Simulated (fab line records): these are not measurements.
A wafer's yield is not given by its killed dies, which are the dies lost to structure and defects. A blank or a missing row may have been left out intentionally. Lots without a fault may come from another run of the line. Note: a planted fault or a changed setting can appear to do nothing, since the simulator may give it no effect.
fab line records	flow nandHarc	part 1 of 2: steps 1 to 26 of 32
record: lots: 5	wafers: 15	lastDay: 24
route steps=1159 shown A_WL_FILL@829 A_CONTACT@840
lots with no fault: from the same line, run without faults
startH: hours from the record's first day to the start of the lot's first wafer shown	waitH: time in hours since the lot's previous step	" repeats the value in the row above	L1.1+2: one row covering several wafers at once	- no value, or no start given	* or withheld: withheld	< > ~ a bound
route shown NAME@n: NAME is a module with steps in the file, n the number in the route of the first one	usual: average and standard deviation across the fault-free wafers	same: alike in all rows	chamber/n: place in a boat	sites: the reading at each site	_std_site: how widely they spread, as a standard deviation	_edge_site: outer sites' mean less inner sites'	radiusMm: for every site, how far away it sits from the centre of the wafer	mask NAME#n: copy n	behind: the last tool/chamber to shape the wafer	hold: the reason the lot was held/the length of the hold in hours/how it ended	device: whichever transistor did not switch (one of n, p or np)	end of line: the tests these same wafers got at the end of their route	a step without rows: its recipe alone	killed: count of dies lost to structure and defects at first sort (not the wafer's yield)	map: the dies of a wafer, with x for killed, . for not killed, _ for no die there
set.NAME: the run value of the setting; set.NAME@STEP: its run value at that earlier step	model.NAME: the simulator's own value behind a step, which no gauge read
certain route steps with their lots: each step a table, each wafer a row
services: when a tool's chamber went out of use (startH, in hours from the record's first day, below 0 if earlier), for how many hours, and the reason
== steps ==
step: NHARC_A_WL_FILL_ETCHBACK_26
recipe: targetDepthA: 520	timeS: 13.3	hbrFlowSccm: 150	rfW: 350	icpW: 350	biasW: 60	chemistry: HBr
usual: drypumpMotorCurrentA: 5.8/0.48	hbrFlowSccm: 150.0/0.45	oesProductAu: 1.003/0.0098	rfFwdPowerW: 342.8/1.7	throttleValvePct: 23.266/0.0095
lot.wafer	tool	chamber	startH	waitH	drypumpMotorCurrentA	hbrFlowSccm	oesProductAu	rfFwdPowerW	rfHoursCounterH	throttleValvePct
L078.3	rieSi-02	3	368.17	0.4	5.0	149.5	1.002	342.8	1.0	23.275
L078.1	"	0	"	"	5.3	150.5	1.022	346.3	1.2	23.265
L078.5	"	0	"	"	5.3	149.5	1.010	344.1	-	23.285
L083.1	rieSi-03	3	396.22	0.4	5.4	150.4	1.007	343.3	0.3	23.262
L083.2	"	1	"	"	6.1	150.0	0.994	342.2	0.5	23.269
L083.6	"	3	"	"	5.4	149.3	1.001	344.5	-	23.258
L084.2	rieSi-03	3	415.31	0.4	5.4	149.3	1.005	345.9	0.6	23.262
L084.3	"	1	"	"	6.2	150.4	0.999	341.2	0.6	23.268
L084.6	"	3	"	"	5.4	149.9	1.003	344.7	-	23.270
L086.3	rieSi-03	2	425.48	0.4	6.3	150.5	0.998	343.2	0.7	23.256
L086.4	"	3	"	"	5.4	150.1	0.999	344.9	0.7	23.267
L086.1	"	1	"	"	6.1	149.5	0.986	342.2	0.7	23.255
L097.1	rieSi-02	0	490.09	0.4	5.3	150.3	1.008	343.5	0.7	23.264
L097.4	"	1	"	"	6.2	150.0	1.012	342.7	0.6	23.255
L097.2	"	2	"	"	6.3	149.4	1.006	340.4	0.6	23.261
step: NHARC_A_WL_FILL_PRECLEAN_30
recipe: timeS: 10	chemistry: dHF
lot.wafer	tool	chamber	startH	waitH
L078.1+5+3	wetBench-07	1,4,5	368.32	0.1
L083.2+1+6	wetBench-03	7,0,1	396.37	0.1
L084.2+3+6	wetBench-09	0,1,2	415.46	0.1
L086.1+3+4	wetBench-09	3,5,6	425.63	0.1
L097.2+1+4	wetBench-09	5,7,1	490.22	0.1
step: NHARC_A_WL_FILL_SRD_14
lot.wafer	tool	chamber	startH	waitH
L078.1+5+3	wetBench-07	1,4,5	368.34	0.0
L083.2+1+6	wetBench-03	7,0,1	396.39	0.0
L084.2+3+6	wetBench-09	0,1,2	415.48	0.0
L086.1+3+4	wetBench-09	3,5,6	425.65	0.0
L097.2+1+4	wetBench-09	5,7,1	490.24	0.0
step: NHARC_A_WL_FILL_ALD_19
recipe: targetThkA: 20	pulseTimeS: 3	aldCycles: 100	tempC: 450	material: TiN
usual: heaterPowerW: 1085/81	precursorPulseHeightRel: 1.001/0.019
lot.wafer	tool	chamber	startH	waitH	heaterPowerW	precursorPulseHeightRel
L078.3	aldMetal-03	0	368.48	0.1	1224	0.982
L078.1	"	3	"	"	1076	0.993
L078.5	"	0	"	"	1240	1.014
L083.2	aldMetal-01	1	396.53	0.1	1077	0.998
L083.1	"	2	"	"	1062	1.027
L083.6	"	3	"	"	1043	1.000
L084.2	aldMetal-01	1	415.58	0.1	1072	0.981
L084.3	"	2	"	"	1067	1.009
L084.6	"	1	"	"	1066	0.984
L086.3	aldMetal-01	2	425.76	0.1	1063	0.990
L086.4	"	3	"	"	1038	1.003
L086.1	"	1	"	"	1102	1.026
L097.1	aldMetal-03	1	490.36	0.1	1110	0.975
L097.2	"	2	"	"	1141	0.977
L097.4	"	3	"	"	1112	1.000
step: NHARC_A_WL_FILL_CVD_20
recipe: targetThkA: 750	tempC: 300	pressureTorr: 40	wf6FlowSccm: 40	h2FlowSccm: 1600	arFlowSccm: 1560	timeS: 5064	material: W
usual: heaterPowerW: 482/47	mfcArSccm: 1560/5	throttleValvePct: 7.8/0.37
lot.wafer	tool	chamber	startH	waitH	heaterPowerW	mfcArSccm	throttleValvePct
L078.1	cvdW-02	0	-	-	569	1563	8.2
L078.3	"	0	"	"	575	1567	8.3
L078.5	"	1	"	"	439	1561	7.7
L083.1	cvdW-02	1	-	-	450	1563	7.3
L083.2	"	0	"	"	571	1565	7.7
L083.6	"	1	"	"	433	1563	7.2
L084.2	cvdW-01	1	-	-	462	1559	7.3
L084.3	"	1	"	"	461	1566	7.4
L084.6	"	1	"	"	463	1569	7.6
L086.1	cvdW-01	1	-	-	452	1549	7.4
L086.3	"	0	"	"	479	1552	8.4
L086.4	"	1	"	"	461	1558	6.9
L097.2	cvdW-01	1	-	-	484	1556	7.4
L097.1	"	0	"	"	469	1559	7.8
L097.4	"	1	"	"	485	1552	7.6
step: NHARC_A_WL_FILL_CMP_12
recipe: tOverpolishS: 30	targetThkNm: 75
usual: motorCurrentA: 12.4/1.2	overpolishRunS: 30.001/0.0096	timeToEndpointS: 13.8/2.4
lot.wafer	tool	chamber	startH	waitH	motorCurrentA	overpolishRunS	timeToEndpointS
L078.3	cmp-04	1	379.30	2.2	11.6	30.019	15.8
L078.1	"	2	"	"	14.3	30.003	10.6
L078.5	"	3	"	"	13.8	30.018	16.5
L083.1	cmp-04	0	404.43	4.4	12.1	30.000	15.0
L083.2	"	3	"	"	13.4	30.010	17.7
L083.6	"	1	"	"	11.7	30.001	17.2
L084.3	cmp-04	3	420.90	2.2	13.2	30.000	18.4
L084.2	"	0	"	"	12.0	29.986	14.7
L084.6	"	2	"	"	14.2	29.988	14.8
L086.3	cmp-02	1	432.00	2.9	12.0	30.009	11.1
L086.1	"	2	"	"	11.9	30.000	13.9
L086.4	"	3	"	"	10.8	29.985	13.2
L097.2	cmp-02	0	499.13	4.6	12.5	30.015	12.5
L097.1	"	1	"	"	11.9	29.978	11.9
L097.4	"	2	"	"	11.6	29.998	11.9
step: NHARC_A_WL_FILL_SRD_31
lot.wafer	tool	chamber	startH	waitH
L078.3+1+5	wetBench-09	4,5,7	379.57	0.0
L083.1+6+2	wetBench-07	4,6,7	404.76	0.0
L084.3+6+2	wetBench-03	0,3,4	421.20	0.0
L086.1+3+4	wetBench-03	4,5,1	432.33	0.0
L097.2+1+4	wetBench-09	1,2,3	499.46	0.0
step: NHARC_A_WL_FILL_INSPECT_15
usual: rawDefectCount: 409/140
lot.wafer	tool	chamber	startH	waitH	rawDefectCount
L078.1	defectInspect-01	-	379.74	0.0	554
L078.3	"	-	"	"	408
L078.5	"	-	"	"	657
L083.1	defectInspect-02	-	404.90	0.0	274
L083.2	"	-	"	"	268
L083.6	"	-	"	"	289
L084.2	defectInspect-02	-	421.36	0.0	362
L084.3	"	-	"	"	338
L084.6	"	-	"	"	282
L086.1	defectInspect-02	-	432.50	0.0	434
L086.3	"	-	"	"	337
L086.4	"	-	"	"	512
L097.1	defectInspect-02	-	499.60	0.0	320
L097.2	"	-	"	"	411
L097.4	"	-	"	"	528
step: NHARC_A_CONTACT_DEP_24
recipe: targetThkA: 5000	tempC: 400	pressureTorr: 6.5	rfW: 900	teosFlowSccm: 161.4	flowSccm: 2650	targetThkNm: 500	gas: O2	material: SiO2
usual: flowSccm: 2649/8.6	heaterPowerW: 556/77	rfFwdPowerW: 898.9/2.6	throttleValvePct: 15.9/0.58
lot.wafer	tool	chamber	startH	waitH	flowSccm	heaterPowerW	rfFwdPowerW	throttleValvePct
L078.1	pecvd-02	2	379.83	0.1	2668	522	899.5	15.8
L078.3	"	1	"	"	2642	488	900.7	16.0
L078.5	"	0	"	"	2652	526	898.5	15.7
L083.1	pecvd-02	2	405.06	0.2	2631	543	895.1	15.8
L083.2	"	0	"	"	2642	548	900.1	15.6
L083.6	"	2	"	"	2643	413	897.8	15.8
L084.2	pecvd-02	1	421.98	0.6	2651	538	898.0	16.1
L084.3	"	2	"	"	2637	503	899.8	15.8
L084.6	"	0	"	"	2657	525	897.7	15.9
L086.1	pecvd-01	0	432.63	0.1	2648	515	905.4	14.4
L086.3	"	1	"	"	2643	540	898.9	16.1
L086.4	"	2	"	"	2648	674	896.1	15.3
L097.1	pecvd-02	2	499.73	0.1	2647	543	896.5	16.0
L097.2	"	0	"	"	2640	529	896.5	15.9
L097.4	"	0	"	"	2636	549	896.1	15.9
step: NHARC_A_CONTACT_DEP_28
recipe: targetThkA: 36000	tempC: 400	material: aC
usual: throttleValvePct: 35.001/0.0089
lot.wafer	tool	chamber	startH	waitH	throttleValvePct
L078.1	aclDep-01	0	383.53	3.1	34.996
L078.3	"	0	"	"	35.005
L078.5	"	0	"	"	35.008
L083.1	aclDep-02	0	405.67	0.1	35.002
L083.2	"	0	"	"	34.997
L083.6	"	0	407.47	1.9	34.974
L084.2	aclDep-01	0	422.90	0.4	34.994
L084.3	"	0	"	"	34.989
L084.6	"	0	424.40	1.9	35.018
L086.1	aclDep-03	0	433.17	0.1	35.001
L086.3	"	0	"	"	35.010
L086.4	"	0	"	"	34.989
L097.1	aclDep-01	0	500.31	0.1	35.006
L097.2	"	0	"	"	34.995
L097.4	"	0	"	"	35.006
step: NHARC_A_CONTACT_DEP_29
recipe: targetThkA: 700	targetThkNm: 70	tempC: 400	pressureTorr: 3.5	flowSccm: 200	rfW: 350	material: SiON
usual: heaterPowerW: 766/79	rfFwdPowerW: 348.4/1
lot.wafer	tool	chamber	startH	waitH	heaterPowerW	rfFwdPowerW
L078.1	pecvd-01	1	385.80	1.9	813	347.8
L078.3	"	2	"	"	858	346.1
L078.5	"	0	"	"	721	348.3
L083.1	pecvd-01	1	407.89	1.9	767	348.5
L083.2	"	2	"	"	854	348.3
L083.6	"	0	"	"	762	346.4
L084.3	pecvd-03	1	424.86	1.2	895	349.0
L084.2	"	2	"	"	939	348.7
L084.6	"	0	"	"	804	347.9
L086.1	pecvd-02	2	435.43	1.9	731	349.3
L086.3	"	1	"	"	614	348.0
L086.4	"	1	"	"	632	347.6
L097.2	pecvd-01	1	502.59	1.5	793	348.7
L097.1	"	0	"	"	734	347.8
L097.4	"	0	"	"	769	349.9
step: NHARC_A_CONTACT_DEHYDRATE_32
recipe: tempC: 150	timeS: 120
lot.wafer	tool	chamber	startH	waitH
L078.1+3+5	lithoTrack-01	0	386.04	0.2
L083.1+2+6	lithoTrack-06	0	408.13	0.2
L084.2+3+6	lithoTrack-01	0	425.10	0.2
L086.1+3+4	lithoTrack-01	0	435.73	0.3
L097.1+2+4	lithoTrack-04	0	502.86	0.2
step: NHARC_A_CONTACT_HMDS_33
recipe: timeS: 30
lot.wafer	tool	chamber	startH	waitH
L078.1+3+5	lithoTrack-01	0	-	-
L083.1+2+6	lithoTrack-06	0	-	-
L084.2+3+6	lithoTrack-01	0	-	-
L086.1+3+4	lithoTrack-01	0	-	-
L097.1+2+4	lithoTrack-04	0	-	-
step: NHARC_A_CONTACT_COAT_34
recipe: tempC: 260	timeS: 75
lot.wafer	tool	chamber	startH	waitH
L078.1+3+5	lithoTrack-01	0	-	-
L083.1+2+6	lithoTrack-06	0	-	-
L084.2+3+6	lithoTrack-01	0	-	-
L086.1+3+4	lithoTrack-01	0	-	-
L097.1+2+4	lithoTrack-04	0	-	-
step: NHARC_A_CONTACT_COAT_35
recipe: tempC: 225	timeS: 65
lot.wafer	tool	chamber	startH	waitH
L078.1+3+5	lithoTrack-01	0	-	-
L083.1+2+6	lithoTrack-06	0	-	-
L084.2+3+6	lithoTrack-01	0	-	-
L086.1+3+4	lithoTrack-01	0	-	-
L097.1+2+4	lithoTrack-04	0	-	-
step: NHARC_A_CONTACT_COAT_36
recipe: spinRpm: 1500	resistThkNm: 90
lot.wafer	tool	chamber	startH	waitH
L078.1+3+5	lithoTrack-01	0	-	-
L083.1+2+6	lithoTrack-06	0	-	-
L084.2+3+6	lithoTrack-01	0	-	-
L086.1+3+4	lithoTrack-01	0	-	-
L097.1+2+4	lithoTrack-04	0	-	-
step: NHARC_A_CONTACT_SOFTBAKE_37
recipe: tempC: 105	timeS: 55
lot.wafer	tool	chamber	startH	waitH
L078.1+3+5	lithoTrack-01	0	-	-
L083.1+2+6	lithoTrack-06	0	-	-
L084.2+3+6	lithoTrack-01	0	-	-
L086.1+3+4	lithoTrack-01	0	-	-
L097.1+2+4	lithoTrack-04	0	-	-
step: NHARC_A_CONTACT_EBR_38
lot.wafer	tool	chamber	startH	waitH
L078.1+3+5	lithoTrack-01	0	-	-
L083.1+2+6	lithoTrack-06	0	-	-
L084.2+3+6	lithoTrack-01	0	-	-
L086.1+3+4	lithoTrack-01	0	-	-
L097.1+2+4	lithoTrack-04	0	-	-
step: NHARC_A_CONTACT_EXPOSE_39
recipe: na: 1.35	sigmaOuter: 0.8	doseMj: 58.79	maskId: A_CC_3
usual: reticleTempC: 23.02/0.093
lot.wafer	tool	chamber	startH	waitH	mask	reticleTempC
L078.1	arfiScanner-01	0	386.35	-	A_CC_3#0	22.98
L078.3	"	0	"	"	A_CC_3#0	23.01
L078.5	"	0	"	"	A_CC_3#0	22.97
L083.1	arfiScanner-02	0	408.44	-	A_CC_3#0	23.02
L083.2	"	0	"	"	A_CC_3#0	23.09
L083.6	"	0	"	"	A_CC_3#0	23.10
L084.2	arfiScanner-02	0	425.43	-	A_CC_3#0	23.03
L084.3	"	0	"	"	A_CC_3#0	22.94
L084.6	"	0	"	"	A_CC_3#0	22.98
L086.1	arfiScanner-02	0	435.91	-	A_CC_3#0	23.08
L086.3	"	0	"	"	A_CC_3#0	22.93
L086.4	"	0	"	"	A_CC_3#0	22.96
L097.1	arfiScanner-02	0	503.17	-	A_CC_3#0	23.16
L097.2	"	0	"	"	A_CC_3#0	23.05
L097.4	"	0	"	"	A_CC_3#0	23.25
step: NHARC_A_CONTACT_PEB_40
recipe: pebTempC: 100	pebTimeS: 65
lot.wafer	tool	chamber	startH	waitH
L078.1+3+5	lithoTrack-01	0	386.41	0.1
L083.1+2+6	lithoTrack-01	0	408.50	0.1
L084.2+3+6	lithoTrack-06	0	425.48	0.1
L086.1+3+4	lithoTrack-01	0	435.97	0.1
L097.1+2+4	lithoTrack-01	0	503.23	0.1
step: NHARC_A_CONTACT_DEVELOP_41
recipe: developTimeS: 35	devTempC: 23
same: developTimeS: 35
lot.wafer	tool	chamber	startH	waitH
L078.1+3+5	lithoTrack-01	0	-	-
L083.1+2+6	lithoTrack-01	0	-	-
L084.2+3+6	lithoTrack-06	0	-	-
L086.1+3+4	lithoTrack-01	0	-	-
L097.1+2+4	lithoTrack-01	0	-	-
step: NHARC_A_CONTACT_CD_MEAS_42
recipe: targetCdNm: 200	landingEnergyEv: 500
usual: cdNm: 200.1/0.56
lot.wafer	tool	chamber	startH	waitH	cdNm
L078.1	cdSem-03	0	386.49	-	200.5
L078.3	"	0	"	"	199.9
L078.5	"	0	"	"	199.8
L083.1	cdSem-02	0	408.58	-	199.4
L083.2	"	0	"	"	200.4
L083.6	"	0	"	"	199.6
L084.2	cdSem-02	0	425.57	-	199.5
L084.3	"	0	"	"	199.8
L084.6	"	0	"	"	200.0
L086.1	cdSem-03	0	436.05	-	200.4
L086.3	"	0	"	"	200.1
L086.4	"	0	"	"	200.3
L097.1	cdSem-03	0	503.31	-	200.0
L097.2	"	0	"	"	199.6
L097.4	"	0	"	"	200.1
step: NHARC_A_CONTACT_OVL_MEAS_43
usual: overlayXNm: -0.2/0.85	overlayYNm: 0.1/0.92
lot.wafer	tool	chamber	startH	waitH	overlayXNm	overlayYNm
L078.1	overlay-02	-	386.58	-	0.7	-0.5
L078.3	"	-	"	"	0.5	0.0
L078.5	"	-	"	"	0.6	-0.3
L083.1	overlay-02	-	408.67	-	0.6	-1.7
L083.2	"	-	"	"	0.7	-2.2
L083.6	"	-	"	"	0.7	-2.0
L084.2	overlay-01	-	425.65	-	-0.6	-1.1
L084.3	"	-	"	"	-0.6	-0.9
L084.6	"	-	"	"	-0.6	-0.8
L086.1	overlay-01	-	436.14	-	0.0	-0.5
L086.3	"	-	"	"	-0.1	-0.5
L086.4	"	-	"	"	-0.3	-1.3
L097.1	overlay-02	-	503.40	-	1.3	-0.6
L097.2	"	-	"	"	1.0	-0.2
L097.4	"	-	"	"	0.8	-0.8
step: NHARC_A_CONTACT_INSPECT_44
usual: rawDefectCount: 25/14
lot.wafer	tool	chamber	startH	waitH	rawDefectCount
L078.1	defectInspect-01	-	386.61	0.0	13
L078.3	"	-	"	"	22
L078.5	"	-	"	"	15
L083.1	defectInspect-01	-	408.70	0.0	17
L083.2	"	-	"	"	11
L083.6	"	-	"	"	22
L084.2	defectInspect-01	-	425.69	0.0	12
L084.3	"	-	"	"	22
L084.6	"	-	"	"	28
L086.1	defectInspect-02	-	436.18	0.0	10
L086.3	"	-	"	"	6
L086.4	"	-	"	"	6
L097.1	defectInspect-02	-	503.44	0.0	15
L097.2	"	-	"	"	24
L097.4	"	-	"	"	20
step: NHARC_A_CONTACT_DESCUM_47
recipe: timeS: 3	o2FlowSccm: 200	arFlowSccm: 0	biasPowerW: 0	chemistry: O2
usual: drypumpMotorCurrentA: 5.6/0.42	mfcArSccm: 0.007/0.011	oesProductAu: 0.998/0.0086	rfVppV: 57.9/0.82	showerheadPlenumPTorr: 1.93/0.08	throttleValvePct: 11.310/0.0083
lot.wafer	tool	chamber	startH	waitH	drypumpMotorCurrentA	mfcArSccm	oesProductAu	rfHoursCounterH	rfVppV	showerheadPlenumPTorr	throttleValvePct
L078.1	rieDiel-11	1	386.69	0.1	5.7	0.005	0.994	3	58.6	1.99	11.300
L078.3	"	2	"	"	5.4	0.028	0.995	3	58.7	1.99	11.305
L078.5	"	2	"	"	5.4	0.028	0.996	-	57.4	1.99	11.305
L083.1	rieDiel-11	1	408.77	0.1	5.7	0.005	0.992	8	57.8	1.98	11.302
L083.2	"	3	"	"	5.6	0	1.000	9	58.2	2.04	11.322
L083.6	"	1	"	"	5.7	0.005	1.014	-	58.5	1.98	11.307
L084.2	rieDiel-11	0	425.75	0.1	5.1	0	1.002	12	55.6	1.79	11.317
L084.3	"	1	"	"	5.7	0.005	1.007	12	57.4	1.98	11.311
L084.6	"	0	"	"	5.1	0	1.000	-	56.5	1.79	11.307
L086.3	rieDiel-11	0	436.24	0.1	5.1	0	1.004	14	57.8	1.79	11.310
L086.4	"	1	"	"	5.7	0.005	1.015	14	57.6	1.98	11.314
L086.1	"	3	"	"	5.6	0	1.008	15	58.6	2.03	11.301
L097.2	rieDiel-11	1	503.50	0.1	5.7	0.005	1.005	25	57.2	1.98	11.293
L097.1	"	3	"	"	5.5	0	1.003	24	59.2	2.03	11.313
L097.4	"	0	"	"	5.1	0	0.993	24	58.0	1.79	11.319
step: NHARC_A_CONTACT_ETCH_48
recipe: targetDepthA: 390	overEtchFrac: 0.3	timeS: 65	ionEnergyEv: 80	cf4FlowSccm: 150	arFlowSccm: 0	rfW: 300	biasW: 100	chemistry: CF4
usual: drypumpMotorCurrentA: 5.6/0.41	mfcArSccm: 0.007/0.011	oesProductAu: 0.997/0.0092	rfFwdPowerW: 297.4/1.2	rfVppV: 151.5/1.2	showerheadPlenumPTorr: 1.79/0.068	throttleValvePct: 13.286/0.0084
lot.wafer	tool	chamber	startH	waitH	drypumpMotorCurrentA	mfcArSccm	oesProductAu	rfFwdPowerW	rfHoursCounterH	rfVppV	showerheadPlenumPTorr	throttleValvePct
L078.1	rieDiel-11	3	386.78	0.1	5.6	0	0.997	296.9	3	152.0	1.88	13.294
L078.3	"	1	"	"	5.7	0.005	1.005	300.2	3	153.4	1.83	13.286
L078.5	"	2	"	"	5.4	0.028	0.994	296.8	-	150.7	1.83	13.289
L083.1	rieDiel-11	1	408.85	0.1	5.7	0.005	1.000	299.2	8	151.4	1.83	13.284
L083.2	"	2	"	"	5.4	0.028	0.989	295.9	8	151.8	1.83	13.303
L083.6	"	1	"	"	5.7	0.005	0.990	299.4	-	152.3	1.83	13.290
L084.2	rieDiel-11	0	425.85	0.1	5.1	0	1.008	298.5	12	151.0	1.67	13.284
L084.3	"	1	"	"	5.7	0.005	1.006	299.3	12	152.5	1.83	13.310
L084.6	"	2	"	"	5.4	0.028	1.005	297.5	-	151.2	1.83	13.298
L086.1	rieDiel-11	2	436.40	0.1	5.4	0.028	0.996	298.1	15	151.1	1.83	13.295
L086.4	"	3	"	"	5.6	0	1.009	297.2	15	152.9	1.87	13.293
L086.3	"	0	"	"	5.1	0	1.002	297.5	14	150.4	1.67	13.288
L097.2	rieDiel-11	2	503.59	0.1	5.4	0.028	0.989	296.7	24	151.0	1.83	13.279
L097.4	"	3	"	"	5.6	0	0.992	296.8	24	151.1	1.87	13.290
L097.1	"	0	"	"	5.1	0	0.971	297.2	25	150.5	1.66	13.285
